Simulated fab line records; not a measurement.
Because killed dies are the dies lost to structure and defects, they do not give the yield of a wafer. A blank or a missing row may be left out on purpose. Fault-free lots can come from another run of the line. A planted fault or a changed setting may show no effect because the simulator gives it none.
fab line records	flow nand_harc
[record] lots = 5	wafers = 15	last_day = 24
route steps=1159 shown P_M0@280 P_M1@285 END@1159
lots that met no fault: taken from a fault-free run of the same line
start_h: start of the lot's first displayed wafer, in hours after the record's first day	wait_h: hours from the lot's prior step to this one	" as in the row above	L1.1+2: several wafers, shown together as one row	- value missing, or start not given	* or withheld: withheld	< > ~ a bound
route shown NAME@n: names a module that has steps shown in the file, with the first one's number in the route	usual: mean/standard deviation taken from wafers without a fault	same: alike in all rows	chamber/n: place in a boat	sites: the reading at each site	_std_site: the values' standard deviation	_edge_site: inner sites' mean taken away from outer sites' mean	radius_mm: for every site, how far away it sits from the centre of the wafer	mask NAME#n: copy n	behind: the last tool/chamber to shape the wafer	hold: what put the lot on hold/how long, in hours/how the hold closed	device: whichever transistor did not switch (one of n, p or np)	end of line: the route-end tests of the same wafers	for a step that has no rows: nothing shown but its recipe	killed: count of dies lost to structure and defects at first sort (not the wafer's yield)	map: the dies of a wafer, with x for killed, . for not killed, _ for no die there
set.NAME: the run value of the setting; set.NAME@STEP: its run value at that earlier step	model.NAME: the simulator's own value behind a step, which no gauge read
lots seen at some steps along the route; tables by step, rows by wafer
services: a tool's chamber out of use, with start hour (start_h, from the record's first day; less than 0 if before it), hours out, and reason
[[steps]]
[step NHARC_P_M0_SRD_25]
[step NHARC_P_M0_PRE_CLEAN_31]
[recipe] time_s = 12	temp_c = 370	rf_power_w = 300	gas = NH3
[step NHARC_P_M0_DEP_32]
[recipe] target_thk_a = 300	temp_c = 370	target_thk_nm = 30	pressure_torr = 3	flow_sccm = 200	rf_w = 450	material = SiCN
[step NHARC_P_M1_DEP_00]
[recipe] target_thk_a = 1825	target_thk_nm = 182.5	temp_c = withheld	pressure_torr = 5	flow_sccm = 200	rf_w = 600	material = SiOC
[step NHARC_P_M1_DEHYDRATE_01]
[recipe] temp_c = 150	time_s = 120
[step NHARC_P_M1_HMDS_02]
[recipe] time_s = 30
[step NHARC_P_M1_COAT_34]
[recipe] temp_c = 200	time_s = 65
[step NHARC_P_M1_COAT_03]
[recipe] spin_rpm = 1500	resist_thk_nm = 90
[step NHARC_P_M1_SOFTBAKE_04]
[recipe] temp_c = 105	time_s = 55
[step NHARC_P_M1_EBR_05]
[step NHARC_P_M1_EXPOSE_06]
[recipe] na = 1.35	target_cd_nm = 130	dose_mj = 81.88	mask_id = P_M1
[usual] exposure_dose_mJ_cm2 = 81.89/0.083	stage_vel_mm_s = 500.00/0.28
lot.wafer	tool	chamber	start_h	wait_h	mask	exposure_dose_mJ_cm2	stage_vel_mm_s
L630.2	arfi_scanner-03	0	129.55	-	P_M1#0	81.89	499.54
L630.5	"	0	"	"	P_M1#0	81.87	499.91
L630.6	"	0	"	"	P_M1#0	81.79	499.69
L638.1	arfi_scanner-03	0	176.87	-	P_M1#0	64.30	500.19
L638.3	"	0	"	"	P_M1#0	64.29	499.77
L638.4	"	0	"	"	P_M1#0	64.32	499.57
L641.1	arfi_scanner-03	0	178.63	-	P_M1#0	67.88	500.31
L641.4	"	0	"	"	P_M1#0	67.86	499.83
L641.5	"	0	"	"	P_M1#0	67.87	500.57
L640.2	arfi_scanner-03	0	179.86	-	P_M1#0	70.62	499.91
L640.4	"	0	"	"	P_M1#0	70.52	500.28
L640.5	"	0	"	"	P_M1#0	70.50	500.26
L650.1	arfi_scanner-02	0	238.99	-	P_M1#0	81.83	500.09
L650.5	"	0	"	"	P_M1#0	81.87	500.14
L650.6	"	0	"	"	P_M1#0	81.83	500.38
[step NHARC_P_M1_PEB_07]
[recipe] peb_temp_c = 100	peb_time_s = 65
[step NHARC_P_M1_DEVELOP_08]
[recipe] develop_time_s = 35	dev_temp_c = 23
[step NHARC_P_M1_CD_MEAS_09]
[recipe] target_cd_nm = 130	landing_energy_ev = 500
[usual] cd_nm = 130.2/0.59
lot.wafer	tool	chamber	start_h	wait_h	hold	cd_nm
L630.2	cd_sem-01	0	129.69	-	-	129.3
L630.5	"	0	"	"	-	130.5
L630.6	"	0	"	"	-	129.1
L638.1	cd_sem-02	0	177.02	-	await_dispo/0.2h/release	116.0
L638.3	"	0	"	"	await_dispo/0.2h/release	115.8
L638.4	"	0	"	"	await_dispo/0.2h/release	115.2
L638.1	cd_sem-02	0	-	-	-	115.5
L638.3	"	0	"	"	-	115.7
L638.4	"	0	"	"	-	115.2
L641.1	cd_sem-03	0	178.77	-	await_dispo/0.2h/release	119.7
L641.4	"	0	"	"	await_dispo/0.2h/release	119.4
L641.5	"	0	"	"	await_dispo/0.2h/release	118.4
L641.1	cd_sem-03	0	-	-	-	120.2
L641.4	"	0	"	"	-	119.4
L641.5	"	0	"	"	-	118.5
L640.2	cd_sem-02	0	180.00	-	await_dispo/0.2h/release	120.6
L640.4	"	0	"	"	await_dispo/0.2h/release	122.0
L640.5	"	0	"	"	await_dispo/0.2h/release	121.2
L640.2	cd_sem-02	0	-	-	-	120.7
L640.4	"	0	"	"	-	122.5
L640.5	"	0	"	"	-	120.9
L650.1	cd_sem-03	0	239.13	-	-	131.9
L650.5	"	0	"	"	-	129.9
L650.6	"	0	"	"	-	130.4
[step NHARC_P_M1_OVL_MEAS_10]
[recipe] pitch_nm = 260
[usual] overlay_x_nm = 0.3/0.84	overlay_y_nm = 0.0/0.87
lot.wafer	tool	chamber	start_h	wait_h	hold	overlay_x_nm	overlay_y_nm
L630.2	overlay-01	-	129.77	-	-	-0.6	-1.4
L630.5	"	-	"	"	-	-0.2	-0.8
L630.6	"	-	"	"	-	-0.7	-1.3
L638.1	overlay-02	-	179.35	-	await_dispo/2.1h/release	0.3	1.4
L638.3	"	-	"	"	await_dispo/2.1h/release	0.3	1.2
L638.4	"	-	"	"	await_dispo/2.1h/release	0.4	1.7
L641.1	overlay-02	-	179.98	-	await_dispo/0.9h/release	0.3	1.1
L641.4	"	-	"	"	await_dispo/0.9h/release	-0.2	1.4
L641.5	"	-	"	"	await_dispo/0.9h/release	0.1	1.2
L640.2	overlay-01	-	184.46	-	await_dispo/4.2h/release	-0.4	0.1
L640.4	"	-	"	"	await_dispo/4.2h/release	0.3	-0.2
L640.5	"	-	"	"	await_dispo/4.2h/release	-0.1	-0.2
L650.1	overlay-01	-	239.22	-	-	0.4	0.7
L650.5	"	-	"	"	-	0.0	1.2
L650.6	"	-	"	"	-	0.3	1.1
[step NHARC_P_M1_DESCUM_14]
[recipe] time_s = 3	o2_flow_sccm = 200	ar_flow_sccm = 0	bias_power_w = 0	chemistry = O2
[usual] drypump_motor_current_A = 5.7/0.48	oes_product_au = 0.996/0.011	rf_vpp_V = 58.0/0.88	showerhead_plenum_p_Torr = 1.97/0.057	throttle_valve_pct = 11.311/0.0091
[same] bias_power_w = 0
lot.wafer	tool	chamber	start_h	wait_h	drypump_motor_current_A	oes_product_au	rf_hours_counter_h	rf_vpp_V	showerhead_plenum_p_Torr	throttle_valve_pct	model.P_M1.cd_nm
L630.2	rie_diel-04	0	129.88	0.1	6.1	0.994	0	58.0	1.87	11.304	129
L630.6	"	3	"	"	5.3	0.989	-	57.7	2.02	11.304	129.4
L630.5	"	0	"	"	6.1	0.994	-	57.7	1.87	11.315	130.1
L638.4	rie_diel-07	2	179.49	0.1	5.6	1.019	8	57.0	1.96	11.316	115.5
L638.3	"	3	"	"	6.3	0.994	9	58.0	1.91	11.306	115.9
L638.1	"	0	"	"	5.4	0.997	10	59.1	1.94	11.318	115.3
L641.1	rie_diel-04	1	180.09	0.1	6.4	1.004	2	57.3	1.89	11.300	120
L641.4	"	2	"	"	4.9	0.982	2	57.1	2.01	11.312	118.9
L641.5	"	0	"	"	6.0	1.004	-	58.0	1.87	11.308	118.3
L640.4	rie_diel-04	1	184.58	0.1	6.4	0.997	2	56.8	1.89	11.306	122.4
L640.2	"	2	"	"	4.9	0.974	2	58.4	2.01	11.321	120.7
L640.5	"	1	"	"	6.4	0.999	-	58.5	1.89	11.301	121.7
L650.1	rie_diel-04	3	239.33	0.1	5.3	1.020	3	59.7	2.02	11.315	131.8
L650.5	"	2	"	"	4.9	0.993	-	58.4	2.01	11.319	129.8
L650.6	"	3	"	"	5.3	1.015	-	58.7	2.02	11.308	130.9
[step NHARC_P_M1_ETCH_35]
[recipe] target_depth_a = 400	overetch_a = 120	time_s = 43.94	ion_energy_ev = 200	n2_flow_sccm = 150	h2_flow_sccm = 150	ar_flow_sccm = 0	rf_w = 400	bias_w = 150	chemistry = N2/H2
[step NHARC_P_M1_ETCH_15]
[recipe] target_depth_a = 1825	time_s = 91.2	c4f8_flow_sccm = withheld	ar_flow_sccm = 400	rf_w = 600	bias_w = 300	chemistry = C4F8/Ar
[step NHARC_P_M1_CD_MEAS_16]
[usual] cd_nm = 130.1/0.87
lot.wafer	tool	chamber	start_h	wait_h	hold	cd_nm
L630.2	cd_sem-01	-	130.28	-	-	129.0
L630.5	"	-	"	"	-	130.8
L630.6	"	-	"	"	-	129.4
L638.1	cd_sem-02	-	179.83	-	await_dispo/0.2h/release	115.8
L638.3	"	-	"	"	await_dispo/0.2h/release	115.7
L638.4	"	-	"	"	await_dispo/0.2h/release	115.3
L638.1	cd_sem-02	-	180.02	0.2	-	115.5
L638.3	"	-	"	"	-	116.4
L638.4	"	-	"	"	-	115.5
L641.1	cd_sem-03	-	180.38	-	await_dispo/0.2h/release	120.2
L641.4	"	-	"	"	await_dispo/0.2h/release	118.7
L641.5	"	-	"	"	await_dispo/0.2h/release	118.7
L641.1	cd_sem-03	-	180.57	0.2	-	120.2
L641.4	"	-	"	"	-	118.5
L641.5	"	-	"	"	-	119.0
L640.2	cd_sem-03	-	184.89	-	await_dispo/0.2h/release	120.9
L640.4	"	-	"	"	await_dispo/0.2h/release	122.4
L640.5	"	-	"	"	await_dispo/0.2h/release	121.8
L640.2	cd_sem-03	-	185.07	0.2	-	120.9
L640.4	"	-	"	"	-	122.0
L640.5	"	-	"	"	-	122.7
L650.1	cd_sem-03	-	239.62	-	-	131.2
L650.5	"	-	"	"	-	130.0
L650.6	"	-	"	"	-	130.9
[step NHARC_P_M1_STRIP_18]
[recipe] power_w = 1000	n2_flow_sccm = 150	h2_flow_sccm = 150	ar_flow_sccm = 0	bias_w = 0	chemistry = N2/H2
[usual] drypump_motor_current_A = 5.7/0.49	h2_flow_sccm = 150.0/0.45	n2_flow_sccm = 150.0/0.42	oes_product_au = 0.998/0.01	rf_vpp_V = 91.0/0.88	showerhead_plenum_p_Torr = 2.10/0.061	throttle_valve_pct = 14.172/0.0083
lot.wafer	tool	chamber	start_h	wait_h	hold	drypump_motor_current_A	h2_flow_sccm	n2_flow_sccm	oes_product_au	rf_hours_counter_h	rf_vpp_V	showerhead_plenum_p_Torr	throttle_valve_pct
L630.2	rie_diel-04	0	130.43	0.1	-	6.1	149.2	149.6	0.996	0.3	90.8	2.00	14.150
L630.5	"	1	"	"	-	6.4	150.0	149.8	0.983	-	90.5	2.01	14.185
L630.6	"	2	"	"	-	4.9	150.5	149.4	0.985	-	92.2	2.15	14.189
L638.4	rie_diel-04	0	183.62	3.6	await_dispo/3.5h/release	6.1	150.2	150.0	0.990	1.4	91.4	2.00	14.182
L638.3	"	1	"	"	await_dispo/3.5h/release	6.4	150.3	149.4	0.996	1.5	90.8	2.01	14.165
L638.1	"	2	"	"	await_dispo/3.5h/release	4.9	149.7	150.2	0.973	1.5	91.0	2.15	14.181
L641.1	rie_diel-07	3	186.90	6.3	await_dispo/6.2h/release	6.3	150.4	149.9	0.992	9.5	90.1	2.04	14.159
L641.4	"	1	"	"	await_dispo/6.2h/release	5.2	149.9	149.6	1.006	8.4	92.5	2.19	14.185
L641.5	"	3	"	"	await_dispo/6.2h/release	6.3	150.3	149.7	0.997	-	89.3	2.04	14.174
L640.2	rie_diel-08	1	188.93	3.9	await_dispo/3.8h/release	5.8	150.4	149.8	1.011	2.2	91.8	2.13	14.162
L640.4	"	3	"	"	await_dispo/3.8h/release	6.2	149.5	149.8	1.010	2.5	90.1	2.09	14.167
L640.5	"	2	"	"	await_dispo/3.8h/release	5.3	149.8	149.2	1.010	-	91.6	2.11	14.173
L650.1	rie_diel-07	0	239.72	0.1	-	5.4	150.3	150.3	0.993	0.0	90.5	2.07	14.178
L650.5	"	3	"	"	-	6.3	150.0	149.7	1.002	-	90.2	2.04	14.179
L650.6	"	0	"	"	-	5.4	150.4	149.9	0.983	-	89.2	2.07	14.179
[step NHARC_P_M1_ETCH_28]
[recipe] target_depth_a = 300	over_etch_frac = 0.3	time_s = 72.99	ion_energy_ev = 150	cf4_flow_sccm = 50	n2_flow_sccm = 100	ar_flow_sccm = 150	rf_w = 300	bias_w = 100	chemistry = CF4/N2
[usual] drypump_motor_current_A = 5.7/0.46	n2_flow_sccm = 100.00/0.27	oes_product_au = 0.999/0.01	rf_vpp_V = 315.3/1.6	showerhead_plenum_p_Torr = 2.69/0.076	throttle_valve_pct = 19.793/0.0095
lot.wafer	tool	chamber	start_h	wait_h	drypump_motor_current_A	n2_flow_sccm	oes_product_au	rf_hours_counter_h	rf_vpp_V	showerhead_plenum_p_Torr	throttle_valve_pct	model.P_M1.cd_nm
L630.2	rie_diel-04	0	-	-	6.0	100.38	1.005	0.3	313.2	2.57	19.784	129.6
L630.5	"	0	"	"	6.0	100.19	1.009	-	313.3	2.57	19.797	129.3
L630.6	"	1	"	"	6.4	100.10	1.000	-	314.7	2.60	19.783	128.8
L638.3	rie_diel-04	1	-	-	6.4	99.86	0.998	1.5	312.8	2.60	19.794	114.9
L638.1	"	2	"	"	4.9	99.51	0.979	1.5	315.5	2.76	19.779	115.2
L638.4	"	3	"	"	5.3	99.85	1.000	1.5	317.1	2.77	19.789	115.5
L641.4	rie_diel-07	2	-	-	5.6	99.72	1.012	8.4	316.0	2.68	19.794	118.6
L641.1	"	0	"	"	5.4	99.95	0.993	9.7	314.7	2.66	19.795	119.9
L641.5	"	2	"	"	5.6	100.25	1.012	-	314.6	2.68	19.809	118.7
L640.2	rie_diel-08	3	-	-	6.2	100.30	1.009	2.5	315.5	2.68	19.806	121.3
L640.4	"	1	"	"	5.8	100.62	0.997	2.3	316.3	2.73	19.780	121.6
L640.5	"	2	"	"	5.3	99.85	1.006	-	315.1	2.71	19.789	122.1
L650.1	rie_diel-07	2	-	-	5.6	100.26	1.006	0.0	315.2	2.68	19.782	130.9
L650.5	"	2	"	"	5.6	99.95	1.010	-	313.7	2.68	19.799	130
L650.6	"	3	"	"	6.3	100.09	1.006	-	315.2	2.63	19.805	129.6
[step NHARC_P_M1_STRIP_19]
[recipe] time_s = 600	temp_c = 30	chemistry = post_etch_residue_remover
[step NHARC_END_SORT_01]
[recipe] temp_c = 25
[usual] defect_limited_yield = 95.1/1.8	killed_at_array = 29/11	killed_at_other = 0.5/0.8	killed_at_periphery = 3.5/2.8	killed_dies = 33/12	killed_open = 3.1/1.8	killed_short = 1.8/1.4	sort_bin_2_pct = 1.5/0.65	sort_bin_3_pct = 0.24/0.21	sort_bin_4_pct = 3.1/1.2	sort_n_pass = 644/12	sort_rim_yield_pct = 97.5/1.9	sort_yield_pct = 95.1/1.8
[same] gross_dies = 677	sort_bin_5_pct[%] = 0	sort_bin_6_pct[%] = 0	sort_bin_7_pct[%] = 0	sort_bin_8_pct[%] = 0	sort_rim_n_gross = 106.00
lot.wafer	tool	chamber	start_h	wait_h	hold	defect_limited_yield[%]	killed_at_array	killed_at_other	killed_at_periphery	killed_dies	killed_open	killed_short	sort_bin_2_pct[%]	sort_bin_3_pct[%]	sort_bin_4_pct[%]	sort_n_pass	sort_rim_yield_pct[%]	sort_yield_pct[%]
L630.2	prober-02	0	454.03	2.8	-	97.5	14	0	3	17	6	2	0.3	0.30	1.9	660	97.2	97.5
L630.5	prober-02	0	456.43	3.7	-	98.1	11	0	2	13	3	2	0.9	0	1.0	664	98.1	98.1
L630.6	prober-02	0	457.23	4.0	-	98.1	9	0	4	13	4	3	1.0	0	0.9	664	99.1	98.1
L638.1	prober-02	0	502.06	2.5	await_dispo/1.8h/release	90.0	30	0	38	68	2	4	5.3	0.30	4.4	609	80.2	90.0
L638.3	prober-02	0	503.68	3.1	await_dispo/1.8h/release	89.5	43	0	28	71	2	0	6.1	0.15	4.3	606	81.1	89.5
L638.4	prober-02	0	504.49	3.4	await_dispo/1.8h/release	91.1	35	0	25	60	1	0	4.1	0.44	4.3	617	88.7	91.1
L641.1	prober-01	0	506.06	2.5	-	97.0	18	0	2	20	3	1	0.9	0.44	1.6	657	98.1	97.0
L641.4	prober-01	0	508.51	3.4	-	96.8	14	0	8	22	3	0	1.3	0	1.9	655	97.2	96.8
L641.5	prober-01	0	509.33	3.8	-	97.8	13	0	2	15	2	2	0.7	0	1.5	662	97.2	97.8
L640.2	prober-01	0	514.75	2.8	-	96.9	20	1	0	21	1	0	0.9	0.15	2.1	656	96.2	96.9
L640.4	prober-01	0	516.38	3.4	-	95.7	27	0	2	29	1	2	1.5	0.15	2.7	648	96.2	95.7
L640.5	prober-01	0	517.19	3.7	-	96.8	20	0	2	22	5	2	0.4	0	2.8	655	99.1	96.8
L650.1	prober-02	0	576.71	2.5	-	93.2	39	3	4	46	2	0	2.5	0.15	4.1	631	99.1	93.2
L650.5	prober-02	0	579.95	3.7	-	93.9	34	3	4	41	4	2	2.1	0.89	3.1	636	97.2	93.9
L650.6	prober-02	0	580.76	4.0	-	93.2	38	1	7	46	2	3	3.0	0.44	3.4	631	96.2	93.2
// killed by level:class
L630.2 A_CONTACT:chamber_film_flake=3 A_CONTACT:geometric_particle:open=2 A_M0:geometric_particle:open=2 A_CHANNEL_HOLE_D1:chamber_film_flake=2 A_STAIRCASE:chamber_film_flake=2 P_CONTACT:geometric_particle:short=1 A_ONON_D1:geometric_particle:open=1 A_ONON_D1:geometric_particle:short=1
L630.5 A_CONTACT:chamber_film_flake=3 P_M1:chamber_film_flake=2 A_CHANNEL_HOLE_D1:chamber_film_flake=2 A_ONON_D1:geometric_particle:short=1 A_CHANNEL_FILL_D1:geometric_particle:short=1 A_WL_FILL:geometric_particle:open=1 A_CONTACT:geometric_particle:open=1 A_M0:geometric_particle:open=1
L630.6 A_CHANNEL_HOLE_D1:chamber_film_flake=3 P_GATE:geometric_particle:short=1 P_M0:geometric_particle:open=1 P_M1:geometric_particle:open=1 A_SGD_CUT:geometric_particle:short=1 A_WL_FILL:geometric_particle:short=1 A_CONTACT:geometric_particle:open=1 A_M0:geometric_particle:open=1
L638.1 P_M1:area_expose=19 A_SLIT:chamber_film_flake=12 P_STI:chamber_film_flake=8 P_CONTACT:chamber_film_flake=7 A_CHANNEL_HOLE_D1:chamber_film_flake=7 P_ZERO_WELL:chamber_film_flake=4 A_CHANNEL_FILL_D1:geometric_particle:short=2 A_CONTACT:chamber_film_flake=2
L638.3 P_M1:area_expose=20 A_CHANNEL_HOLE_D1:chamber_film_flake=14 A_SLIT:chamber_film_flake=14 A_CONTACT:chamber_film_flake=4 A_WL_FILL:chamber_film_flake=4 P_ZERO_WELL:chamber_film_flake=3 P_CONTACT:chamber_film_flake=3 A_STAIRCASE:chamber_film_flake=3
L638.4 P_M1:area_expose=18 A_SLIT:chamber_film_flake=14 A_CHANNEL_HOLE_D1:chamber_film_flake=12 P_CONTACT:chamber_film_flake=3 P_ZERO_WELL:chamber_film_flake=2 P_STI:chamber_film_flake=2 A_CHANNEL_FILL_D1:chamber_film_flake=2 A_STAIRCASE:chamber_film_flake=2
L641.1 A_CHANNEL_HOLE_D1:chamber_film_flake=5 A_CONTACT:geometric_particle:open=3 A_CHANNEL_FILL_D1:chamber_film_flake=3 A_STAIRCASE:chamber_film_flake=2 A_CONTACT:chamber_film_flake=2 A_M0:chamber_film_flake=2 A_SOURCE_PLATE:geometric_particle:short=1 P_GATE:chamber_film_flake=1
L641.4 A_CHANNEL_HOLE_D1:chamber_film_flake=5 P_ZERO_WELL:chamber_film_flake=4 P_M1:area_expose=3 A_CHANNEL_FILL_D1:chamber_film_flake=2 P_STI:geometric_particle:open=1 A_CONTACT:geometric_particle:open=1 A_M0:geometric_particle:open=1 A_SGD_CUT:chamber_film_flake=1
L641.5 A_CHANNEL_HOLE_D1:chamber_film_flake=6 A_CHANNEL_FILL_D1:chamber_film_flake=2 A_ONON_D1:geometric_particle:open=1 A_CHANNEL_HOLE_D1:geometric_particle:short=1 A_SGD_CUT:geometric_particle:open=1 A_CONTACT:geometric_particle:short=1 P_ZERO_WELL:chamber_film_flake=1 A_CONTACT:chamber_film_flake=1
L640.2 A_CONTACT:chamber_film_flake=4 A_M1:chamber_film_flake=4 A_CHANNEL_FILL_D1:chamber_film_flake=3 A_M0:chamber_film_flake=3 A_CHANNEL_HOLE_D1:chamber_film_flake=2 A_STAIRCASE:chamber_film_flake=2 A_CONTACT:geometric_particle:open=1 A_WL_FILL:chamber_film_flake=1
L640.4 A_CHANNEL_HOLE_D1:chamber_film_flake=11 A_CONTACT:chamber_film_flake=6 A_M1:chamber_film_flake=4 A_STAIRCASE:chamber_film_flake=2 A_M0:chamber_film_flake=2 P_M0:geometric_particle:short=1 P_M2:geometric_particle:short=1 A_ONON_D1:geometric_particle:open=1
L640.5 A_CHANNEL_HOLE_D1:chamber_film_flake=6 A_CONTACT:chamber_film_flake=4 A_BLC:geometric_particle:open=2 A_STAIRCASE:chamber_film_flake=2 P_GATE:geometric_particle:open=1 P_M0:geometric_particle:short=1 A_CHANNEL_HOLE_D1:geometric_particle:short=1 A_SGD_CUT:geometric_particle:open=1
L650.1 A_SLIT:chamber_film_flake=18 A_CHANNEL_HOLE_D1:chamber_film_flake=12 A_CONTACT:chamber_film_flake=3 THIN_TSV:chamber_film_flake=3 P_GATE:chamber_film_flake=2 P_M1:chamber_film_flake=2 A_BLC:chamber_film_flake=2 A_CONTACT:geometric_particle:open=1
L650.5 A_SLIT:chamber_film_flake=19 A_CONTACT:chamber_film_flake=4 A_CHANNEL_HOLE_D1:chamber_film_flake=3 THIN_TSV:chamber_film_flake=3 A_WL_FILL:geometric_particle:open=2 P_STI:chamber_film_flake=2 A_ONON_D1:geometric_particle:short=1 A_CHANNEL_HOLE_D1:geometric_particle:open=1
L650.6 A_SLIT:chamber_film_flake=23 A_CONTACT:chamber_film_flake=5 A_CHANNEL_HOLE_D1:chamber_film_flake=4 A_M0:geometric_particle:open=2 P_STI:chamber_film_flake=2 P_GATE:chamber_film_flake=2 A_WL_FILL:chamber_film_flake=2 P_CONTACT:geometric_particle:short=1
// map L638.3 (x killed, . not)
____________x____________
_________xx...x._________
_______........x.._______
______.....x.......______
_____x.x............_____
____x................____
____..x.x..........x.____
___.xx................___
___..xx...............___
__.x.xx.............x..__
__.x.xx.......x....x...__
_..x...................._
_...xx....x............._
_x......................_
_..........xx.x...x....._
_.x...x................._
.x.......x.x.x.x.........
..........x.x........x...
xx.......x.x.............
x.........x..............
.........x..x............
_x.........x.x.........x_
_.........x...x........._
_......................._
_......................x_
_.x....................._
__x...............x.x..__
__.x...................__
___...................___
___...................___
____x....x...........____
____x................____
_____..x............_____
______x............______
_______..........._______
_________..x...._________
____________x____________
// map L640.4 (x killed, . not)
____________.____________
_________......._________
_______..........._______
______.............______
_____..............._____
____.................____
____.......xx........____
___...................___
___...................___
__.....................__
__.....................__
_......................._
_......................._
_......................._
_x......................_
_.....................x._
x........................
x................x.......
.........................
..........x........x.....
..................x......
_...............x......._
_......................._
_......................._
_......................._
_.......x.......x......._
__.........x..x..x.....__
__........x............__
___.x...x........x....___
___..x...x............___
____...xxx...........____
____..x...x..........____
_____....x.........._____
______.x...........______
_______..........._______
_________......._________
____________.____________
[[services]]
tool	chamber	start_h	hours	kind
rie_diel-04	-	111.90	9.0	pm
rie_diel-04	0	111.90	9.0	vent_cycle
rie_diel-04	1	111.90	9.0	vent_cycle
rie_diel-04	2	111.90	9.0	vent_cycle
rie_diel-04	3	111.90	9.0	vent_cycle
rie_diel-04	0	120.90	-	clean
rie_diel-04	1	120.90	-	clean
rie_diel-04	2	120.90	-	clean
rie_diel-04	3	120.90	-	clean
rie_diel-08	-	124.80	9.0	pm
arfi_scanner-03	-	140.00	4.0	pm
rie_diel-04	0	145.40	-	clean
rie_diel-04	1	145.40	-	clean
rie_diel-04	2	145.40	-	clean
rie_diel-04	3	145.40	-	clean
arfi_scanner-02	-	156.95	10.9	repair
rie_diel-08	1	167.63	7.8	repair
rie_diel-04	0	169.90	-	clean
rie_diel-04	1	169.90	-	clean
rie_diel-08	-	174.69	0.3	repair
rie_diel-08	2	205.30	2.0	repair
rie_diel-07	-	214.35	0.5	repair
rie_diel-07	2	218.54	6.2	repair
rie_diel-07	-	228.87	9.0	pm
[[key]]
[first_sign] step = NHARC_P_M1_EXPOSE_06	reading = exposure_dose_mJ_cm2	direction = down	sigmas = 99+	usual = 81.89	struck = 67.57
[effect] step = NHARC_P_M1_CD_MEAS_09	reading = visit	direction = added	through = control_loop
[effect] step = NHARC_P_M1_CD_MEAS_09	reading = cd_nm	direction = down	sigmas = 20	usual = 130.2	struck = 118.7	through = control_loop
[effect] step = NHARC_P_M1_CD_MEAS_16	reading = visit	direction = added	through = control_loop
[effect] step = NHARC_P_M1_CD_MEAS_16	reading = cd_nm	direction = down	sigmas = 13	usual = 130.1	struck = 118.8	through = control_loop
[effect] step = NHARC_END_SORT_01	reading = killed_at_periphery	direction = up	sigmas = 3	usual = 3.5	struck = 11.9	wafers_moved = 3
[model_effect] step = NHARC_P_M1_DESCUM_14	value = P_M1.cd_nm	without = 130.3	struck = 118.7
[model_effect] step = NHARC_P_M1_ETCH_28	value = P_M1.cd_nm	without = 130.2	struck = 118.7
met_at NHARC_P_M1_EXPOSE_06
struck_wafers L638.1,L638.3,L638.4,L640.2,L640.4,L640.5,L641.1,L641.4,L641.5
[loop_trim] step = NHARC_P_M1_EXPOSE_06	setting = dose	lots = L640,L641
onset_between 129.55 176.87
[fault] kind = process_parameter_drift	tool = arfi_scanner-03	chamber = -	onset_h = 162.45	steps = NHARC_P_M1_EXPOSE_06	channel = dose_mj	offset = -17.574	shape = step	acts_in = these_recipes_only	stated = 81.88
// loop_trim: a control loop set the setting to another value than it would have without faults
